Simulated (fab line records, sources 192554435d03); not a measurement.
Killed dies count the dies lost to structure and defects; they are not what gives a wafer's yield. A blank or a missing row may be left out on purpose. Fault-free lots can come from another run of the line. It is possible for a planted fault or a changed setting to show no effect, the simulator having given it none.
Which of the tools did it?	flow n5_finfet	69 wafers from 23 lots sampled at 6 of the route's 1938 steps

## WHAT THE GAUGES READ, wafer by wafer
No reading from a measuring or inspecting step in the record can be judged against a usual standard deviation.

## EACH LOT AND THE TOOL THAT RAN IT (in order: tool; ch and the chambers of the sampled wafers; start)
lot	N5_STI_FIN_REVEAL_ALD_00	N5_DUMMY_GATE_CMP_04	N5_DUMMY_GATE_TRIM_49	N5_SD_EPI_N_DESCUM_14	N5_SD_EPI_N_ETCHBACK_44	N5_SD_EPI_P_ETCH_37
L074	ald_sin-04 ch 0,1,2, day 2 06:31	cmp-02 ch 0,1,2, day 2 21:13	rie_si-01 ch 0,2,3, day 3 04:04	rie_diel-05 ch 0,1,3, day 3 06:09	rie_diel-05 ch 0,1,3, day 3 06:34	rie_diel-01 ch 0,1,2, day 3 13:53
L075	ald_sin-03 ch 1,2,3, day 2 10:54	cmp-02 ch 2,3, day 2 23:34	rie_si-02 ch 0,1,2, day 3 06:30	rie_diel-03 ch 2,3, day 3 08:39	rie_diel-03 ch 2,3, day 3 09:04	rie_diel-02 ch 1,2,3, day 3 13:43
L076	ald_sin-01 ch 1,3, day 2 17:05	cmp-02 ch 0,3, day 3 07:05	rie_si-06 ch 1,2,3, day 3 12:10	rie_diel-04 ch 0,2,3, day 3 14:04	rie_diel-04 ch 0,2,3, day 3 14:29	rie_diel-02 ch 1,2,3, day 3 18:44
L077	ald_sin-03 ch 0,3, day 2 23:16	cmp-02 ch 0,1, day 3 12:02	rie_si-06 ch 0,2,3, day 3 17:11	rie_diel-04 ch 1,2, day 3 19:23	rie_diel-04 ch 1,2, day 3 19:47	rie_diel-01 ch 1,2,3, day 4 03:13
L078	ald_sin-01 ch 0,1,2, day 3 05:58	cmp-04 ch 0,2, day 3 18:39	rie_si-01 ch 0,1,3, day 3 23:40	rie_diel-04 ch 1,2, day 4 01:52	rie_diel-04 ch 1,2, day 4 02:17	rie_diel-01 ch 1,2,3, day 4 07:10
L079	ald_sin-03 ch 0,1,3, day 3 11:35	cmp-03 ch 2,3, day 4 00:38	rie_si-02 ch 1,2, day 4 05:40	rie_diel-03 ch 0,3, day 4 07:45	rie_diel-03 ch 0,3, day 4 08:10	rie_diel-06 ch 0,2,3, day 4 12:23
L080	ald_sin-01 ch 0,2, day 3 16:02	cmp-03 ch 2,3, day 4 05:08	rie_si-02 ch 2,3, day 4 10:10	rie_diel-05 ch 1,2,3, day 4 12:04	rie_diel-05 ch 1,2,3, day 4 12:28	rie_diel-02 ch 0,2,3, day 4 16:59
L081	ald_sin-01 ch 0,2,3, day 3 22:08	cmp-03 ch 0,1,3, day 4 11:39	rie_si-01 ch 2,3, day 4 16:26	rie_diel-05 ch 0,1, day 4 21:52	rie_diel-05 ch 0,1, day 4 22:16	rie_diel-06 ch 1,2,3, day 5 05:59
L082	ald_sin-01 ch 1,2,3, day 4 03:19	cmp-02 ch 0,1,3, day 4 15:58	rie_si-01 ch 0,1,3, day 4 21:11	rie_diel-05 ch 0,1,2, day 5 05:49	rie_diel-05 ch 0,1,2, day 5 06:13	rie_diel-02 ch 0,1,3, day 5 10:38
L083	ald_sin-03 ch 0,1,3, day 4 11:58	cmp-02 ch 0,1,2, day 5 08:26	rie_si-06 ch 0,1,3, day 5 13:19	rie_diel-05 ch 1,2,3, day 5 15:20	rie_diel-05 ch 1,2,3, day 5 15:45	rie_diel-01 ch 1,2,3, day 5 20:05
L084	ald_sin-04 ch 0,1,2, day 4 19:52	cmp-02 ch 0,2,3, day 5 11:09	rie_si-02 ch 1,3, day 5 16:08	rie_diel-04 ch 1,2, day 5 19:08	rie_diel-04 ch 1,2, day 5 19:34	rie_diel-01 ch 1,3, day 6 00:24
L085	ald_sin-03 ch 0,1,2, day 5 12:45	cmp-04 ch 0,2,3, day 6 02:04	rie_si-06 ch 0,2,3, day 6 11:16	rie_diel-04 ch 0,2,3, day 6 14:25	rie_diel-04 ch 0,2,3, day 6 14:50	rie_diel-01 ch 1,2,3, day 6 20:14
L086	ald_sin-04 ch 0,1,2, day 5 13:59	cmp-02 ch 1,3, day 6 05:43	rie_si-02 ch 0,1,2, day 6 17:08	rie_diel-05 ch 0,2, day 6 19:02	rie_diel-05 ch 0,2, day 6 19:27	rie_diel-02 ch 0,1,2, day 6 23:35
L087	ald_sin-03 ch 2,3, day 5 14:19	cmp-04 ch 0,3, day 6 04:47	rie_si-01 ch 0,1,3, day 6 10:37	rie_diel-03 ch 0,1, day 6 13:14	rie_diel-03 ch 0,1, day 6 13:38	rie_diel-01 ch 1,2, day 6 17:55
L088	ald_sin-04 ch 2,3, day 5 20:02	cmp-03 ch 0,2,3, day 6 13:23	rie_si-01 ch 0,2,3, day 6 23:19	rie_diel-04 ch 0,2,3, day 7 01:23	rie_diel-04 ch 0,2,3, day 7 01:49	rie_diel-06 ch 0,1, day 7 05:53
L089	ald_sin-03 ch 0,1,2, day 6 01:21	cmp-03 ch 0,1,2, day 6 18:49	rie_si-02 ch 0,1, day 7 03:12	rie_diel-03 ch 0,2,3, day 7 05:25	rie_diel-03 ch 0,2,3, day 7 05:50	rie_diel-06 ch 0,1,2, day 7 10:13
L090	ald_sin-04 ch 0,3, day 6 05:14	cmp-03 ch 0,1, day 7 02:15	rie_si-02 ch 0,1,3, day 7 07:42	rie_diel-03 ch 0,2,3, day 7 10:08	rie_diel-03 ch 0,2,3, day 7 10:33	rie_diel-01 ch 0,1,3, day 7 15:01
L091	ald_sin-03 ch 1,2, day 6 12:07	cmp-04 ch 0,1, day 7 02:17	rie_si-06 ch 0,1,2, day 7 07:37	rie_diel-05 ch 2,3, day 7 09:56	rie_diel-05 ch 2,3, day 7 10:21	rie_diel-06 ch 1,2,3, day 7 14:23
L092	ald_sin-03 ch 1,3, day 6 17:20	cmp-02 ch 1,3, day 7 10:13	rie_si-01 ch 2,3, day 7 15:20	rie_diel-03 ch 0,2,3, day 7 17:27	rie_diel-03 ch 0,2,3, day 7 17:52	rie_diel-06 ch 0,3, day 7 23:00
L093	ald_sin-03 ch 0,1,2, day 6 22:59	cmp-02 ch 0,1,3, day 7 11:42	rie_si-02 ch 0,2,3, day 7 16:42	rie_diel-04 ch 0,1,2, day 7 18:50	rie_diel-04 ch 0,1,2, day 7 19:15	rie_diel-01 ch 0,2,3, day 8 00:07
L094	ald_sin-03 ch 0,2,3, day 7 04:23	cmp-03 ch 1,2, day 7 18:06	rie_si-01 ch 1,2,3, day 7 23:11	rie_diel-03 ch 1,3, day 8 01:12	rie_diel-03 ch 1,3, day 8 01:37	rie_diel-01 ch 0,1,3, day 8 06:31
L095	ald_sin-03 ch 1,2,3, day 7 10:14	cmp-03 ch 0,3, day 7 23:03	rie_si-06 ch 1,2, day 8 04:04	rie_diel-03 ch 2,3, day 8 05:58	rie_diel-03 ch 2,3, day 8 06:23	rie_diel-01 ch 1,2, day 8 10:40
L096	ald_sin-04 ch 0,2,3, day 7 15:11	cmp-03 ch 0,1,2, day 8 04:33	rie_si-01 ch 0,1, day 8 09:20	rie_diel-05 ch 0,1,3, day 8 11:46	rie_diel-05 ch 0,1,3, day 8 12:10	rie_diel-01 ch 0,1,2, day 8 16:37
- N5_STI_FIN_REVEAL_ALD_00: deposits SiO2, target thk 1 nm, pulse time 1 s.
- N5_DUMMY_GATE_CMP_04: polishes a-Si.
- N5_DUMMY_GATE_TRIM_49: chemistry O2, time 29 s, target cd 14 nm.
- N5_SD_EPI_N_DESCUM_14: chemistry O2, time 7.9 s.
- N5_SD_EPI_N_ETCHBACK_44: etches SiNx in CH3F/O2, stops on SiO2, target depth 14.5 nm.
- N5_SD_EPI_P_ETCH_37: etches SOC in N2/H2, overetch 108 nm, time 486 s.

## WHAT THE TOOLS THEMSELVES READ (means of the sampled wafers that have a number; where no wafer has one, the mark that the record gives instead)
N5_STI_FIN_REVEAL_ALD_00. Usual: heater_power_w 468 W, standard deviation 48; precursor_pulse_height_rel 0.999, standard deviation 0.02.
lot	tool	heater_power_w (W)	precursor_pulse_height_rel	flag
L074	ald_sin-04	433	0.983	
L075	ald_sin-03	469	1.008	
L076	ald_sin-01	488	0.981	
L077	ald_sin-03	510	0.994	
L078	ald_sin-01	474	0.988	
L079	ald_sin-03	473	1.007	
L080	ald_sin-01	435	1.011	
L081	ald_sin-01	457	0.993	
L082	ald_sin-01	487	1.014	
L083	ald_sin-03	463	0.990	
L084	ald_sin-04	445	0.982	
L085	ald_sin-03	478	1.013	
L086	ald_sin-04	443	1.015	
L087	ald_sin-03	492	1.017	
L088	ald_sin-04	489	0.980	
L089	ald_sin-03	477	1.012	
L090	ald_sin-04	463	1.004	
L091	ald_sin-03	431	0.995	
L092	ald_sin-03	422	1.018	
L093	ald_sin-03	475	0.986	
L094	ald_sin-03	510	1.010	
L095	ald_sin-03	463	0.989	
L096	ald_sin-04	470	1.012	

N5_DUMMY_GATE_CMP_04. Usual: motor_current_A 10.1 A, standard deviation 1.1; time_to_endpoint_s 15 s, standard deviation 3.5.
lot	tool	motor_current_A (A)	time_to_endpoint_s (s)	flag
L074	cmp-02	9.4	16	
L075	cmp-02	10.0	19	
L076	cmp-02	9.8	15	
L077	cmp-02	9.6	13	
L078	cmp-04	10.6	16	
L079	cmp-03	9.6	11	
L080	cmp-03	10.0	13	
L081	cmp-03	10.3	16	
L082	cmp-02	9.7	10	
L083	cmp-02	9.3	15	
L084	cmp-02	10.1	17	
L085	cmp-04	10.1	12	
L086	cmp-02	10.1	11	
L087	cmp-04	10.8	15	
L088	cmp-03	10.9	15	
L089	cmp-03	10.8	17	
L090	cmp-03	10.7	19	
L091	cmp-04	10.9	17	
L092	cmp-02	9.2	10	
L093	cmp-02	9.5	13	
L094	cmp-03	9.8	16	
L095	cmp-03	11.0	13	
L096	cmp-03	10.5	14	

N5_DUMMY_GATE_TRIM_49. Usual: drypump_motor_current_A 5.8 A, standard deviation 0.5; he_backside_leak_sccm 2.8 sccm, standard deviation 0.32; oes_product_au 1.008 a.u., standard deviation 0.022; throttle_valve_pct 8.06 %, standard deviation 0.14.
lot	tool	drypump_motor_current_A (A)	he_backside_leak_sccm (sccm)	oes_product_au (a.u.)	throttle_valve_pct (%)	flag
L074	rie_si-01	6.0	2.7	1.029	8.11	
L075	rie_si-02	5.6	2.9	0.999	8.01	
L076	rie_si-06	6.3	2.6	0.995	8.02	
L077	rie_si-06	6.0	2.6	1.003	8.06	
L078	rie_si-01	5.8	2.7	1.024	8.18	
L079	rie_si-02	5.4	2.9	1.009	7.95	
L080	rie_si-02	5.1	2.7	1.001	7.93	
L081	rie_si-01	6.0	2.6	1.037	8.07	
L082	rie_si-01	5.7	2.8	1.010	8.19	
L083	rie_si-06	6.3	2.6	1.014	8.08	
L084	rie_si-02	5.1	2.7	1.003	7.85	
L085	rie_si-06	6.0	2.6	0.991	8.04	
L086	rie_si-02	5.6	3.0	1.013	8.02	
L087	rie_si-01	5.7	2.7	1.019	8.19	
L088	rie_si-01	6.0	2.9	1.020	8.10	
L089	rie_si-02	5.4	2.9	0.997	7.93	
L090	rie_si-02	5.2	2.8	1.003	7.91	
L091	rie_si-06	6.1	2.7	1.011	8.04	
L092	rie_si-01	6.0	2.7	1.030	8.08	
L093	rie_si-02	5.4	2.9	0.996	8.01	
L094	rie_si-01	6.0	2.7	1.011	8.19	
L095	rie_si-06	6.3	2.6	1.008	8.03	
L096	rie_si-01	5.7	2.9	0.994	8.30	

N5_SD_EPI_N_DESCUM_14. Usual: drypump_motor_current_A 5.6 A, standard deviation 0.41; oes_product_au 0.78 a.u., standard deviation 0.1; rf_vpp_V 243.3 V, standard deviation 1.1; showerhead_plenum_p_Torr 2.11 Torr, standard deviation 0.054; throttle_valve_pct 20.63 %, standard deviation 0.18.
lot	tool	drypump_motor_current_A (A)	oes_product_au (a.u.)	rf_vpp_V (V)	showerhead_plenum_p_Torr (Torr)	throttle_valve_pct (%)	flag
L074	rie_diel-05	5.7	0.73	243.7	2.10	20.71	
L075	rie_diel-03	5.4	0.71	244.9	2.16	20.68	
L076	rie_diel-04	5.5	0.77	242.9	2.14	20.71	
L077	rie_diel-04	5.4	0.88	241.9	2.05	20.59	
L078	rie_diel-04	5.4	0.86	242.3	2.05	20.59	
L079	rie_diel-03	5.7	0.67	242.7	2.10	20.61	
L080	rie_diel-05	5.5	0.73	243.4	2.14	20.79	
L081	rie_diel-05	5.8	0.73	242.7	2.06	20.60	
L082	rie_diel-05	5.5	0.72	243.4	2.11	20.68	
L083	rie_diel-05	5.4	0.72	243.8	2.14	20.80	
L084	rie_diel-04	5.4	0.94	242.0	2.06	20.62	
L085	rie_diel-04	5.5	0.84	243.5	2.13	20.62	
L086	rie_diel-05	5.5	0.75	243.0	2.10	20.66	
L087	rie_diel-03	6.2	0.79	243.1	2.11	20.58	
L088	rie_diel-04	5.5	0.83	243.9	2.13	20.62	
L089	rie_diel-03	5.5	0.77	243.2	2.12	20.56	
L090	rie_diel-03	5.6	0.76	243.3	2.12	20.56	
L091	rie_diel-05	5.6	0.73	243.5	2.12	20.83	
L092	rie_diel-03	5.5	0.75	243.1	2.12	20.56	
L093	rie_diel-04	5.2	0.88	243.1	2.08	20.56	
L094	rie_diel-03	5.8	0.89	244.5	2.14	20.46	
L095	rie_diel-03	5.4	0.76	243.9	2.15	20.62	
L096	rie_diel-05	5.7	0.78	242.2	2.08	20.70	

N5_SD_EPI_N_ETCHBACK_44. Usual: drypump_motor_current_A 5.6 A, standard deviation 0.41; oes_product_au 0.67 a.u., standard deviation 0.079; rf_vpp_V 297 V, standard deviation 7.8; showerhead_plenum_p_Torr 2.01 Torr, standard deviation 0.048; throttle_valve_pct 16.43 %, standard deviation 0.18.
lot	tool	drypump_motor_current_A (A)	oes_product_au (a.u.)	rf_vpp_V (V)	showerhead_plenum_p_Torr (Torr)	throttle_valve_pct (%)	flag
L074	rie_diel-05	5.7	0.62	290	1.99	16.55	
L075	rie_diel-03	5.3	0.61	302	2.05	16.56	
L076	rie_diel-04	5.5	0.66	301	2.02	16.42	
L077	rie_diel-04	5.4	0.74	299	1.97	16.53	
L078	rie_diel-04	5.4	0.74	300	1.96	16.52	
L079	rie_diel-03	5.7	0.59	291	2.01	16.58	
L080	rie_diel-05	5.5	0.64	291	2.03	16.54	
L081	rie_diel-05	5.7	0.61	288	1.95	16.48	
L082	rie_diel-05	5.5	0.63	289	1.99	16.44	
L083	rie_diel-05	5.5	0.62	290	2.02	16.56	
L084	rie_diel-04	5.4	0.80	297	1.96	16.33	
L085	rie_diel-04	5.5	0.70	301	2.01	16.29	
L086	rie_diel-05	5.5	0.65	292	1.97	16.28	
L087	rie_diel-03	6.1	0.68	303	2.01	16.38	
L088	rie_diel-04	5.5	0.71	301	2.01	16.31	
L089	rie_diel-03	5.5	0.66	297	2.02	16.45	
L090	rie_diel-03	5.5	0.66	297	2.02	16.47	
L091	rie_diel-05	5.6	0.63	293	2.00	16.53	
L092	rie_diel-03	5.5	0.65	297	2.02	16.46	
L093	rie_diel-04	5.2	0.74	299	1.98	16.34	
L094	rie_diel-03	5.8	0.76	304	2.04	16.28	
L095	rie_diel-03	5.4	0.66	302	2.04	16.47	
L096	rie_diel-05	5.7	0.67	288	1.98	16.49	

N5_SD_EPI_P_ETCH_37. Usual: drypump_motor_current_A 5.5 A, standard deviation 0.32; oes_product_au 0.68 a.u., standard deviation 0.064; rf_vpp_V 241.1 V, standard deviation 1.2; showerhead_plenum_p_Torr 2.56 Torr, standard deviation 0.067; throttle_valve_pct 23.9 %, standard deviation 0.32.
lot	tool	drypump_motor_current_A (A)	oes_product_au (a.u.)	rf_vpp_V (V)	showerhead_plenum_p_Torr (Torr)	throttle_valve_pct (%)	flag
L074	rie_diel-01	5.6	0.74	241.2	2.59	23.9	
L075	rie_diel-02	5.8	0.66	241.3	2.54	23.7	
L076	rie_diel-02	5.8	0.66	241.0	2.54	23.7	
L077	rie_diel-01	5.6	0.67	241.6	2.56	23.9	
L078	rie_diel-01	5.5	0.67	240.7	2.56	24.0	
L079	rie_diel-06	5.1	0.71	240.2	2.55	23.8	
L080	rie_diel-02	5.8	0.71	242.0	2.56	23.6	
L081	rie_diel-06	5.3	0.69	240.7	2.54	23.9	
L082	rie_diel-02	5.8	0.71	241.3	2.53	23.6	
L083	rie_diel-01	5.5	0.66	241.0	2.56	24.0	
L084	rie_diel-01	5.4	0.67	241.4	2.60	23.8	
L085	rie_diel-01	5.5	0.66	241.2	2.56	24.0	
L086	rie_diel-02	5.8	0.70	241.1	2.55	23.4	
L087	rie_diel-01	5.7	0.66	241.1	2.56	24.1	
L088	rie_diel-06	5.7	0.64	242.3	2.64	24.2	
L089	rie_diel-06	5.5	0.69	241.8	2.62	24.0	
L090	rie_diel-01	5.3	0.70	241.0	2.57	23.8	
L091	rie_diel-06	5.3	0.68	241.0	2.53	23.9	
L092	rie_diel-06	5.0	0.63	239.8	2.48	24.0	
L093	rie_diel-01	5.4	0.69	241.1	2.53	24.0	
L094	rie_diel-01	5.3	0.69	241.8	2.57	23.8	
L095	rie_diel-01	5.8	0.65	240.3	2.55	24.1	
L096	rie_diel-01	5.6	0.69	241.5	2.57	24.0	

## THE ANSWER, worked out from the rows above alone
Rule: take the mean of a lot's wafers that have a number; if it is more than 3 standard deviations from the usual mean, the lot is off. A lot without any number at a reading at which 4 lots or more have one is off too. The other lots that the step has rows for count as sound. After the gauges, taken in route order, come the tools' own readings; for these a lot's mean is taken, as printed above. At the first step where some lot is off, the reading lying furthest off is the one used; lots without a number count as furthest.
None of the lots is off at any reading shown; this tells nothing.

## WHAT WAS PUT IN BY THE SIMULATOR
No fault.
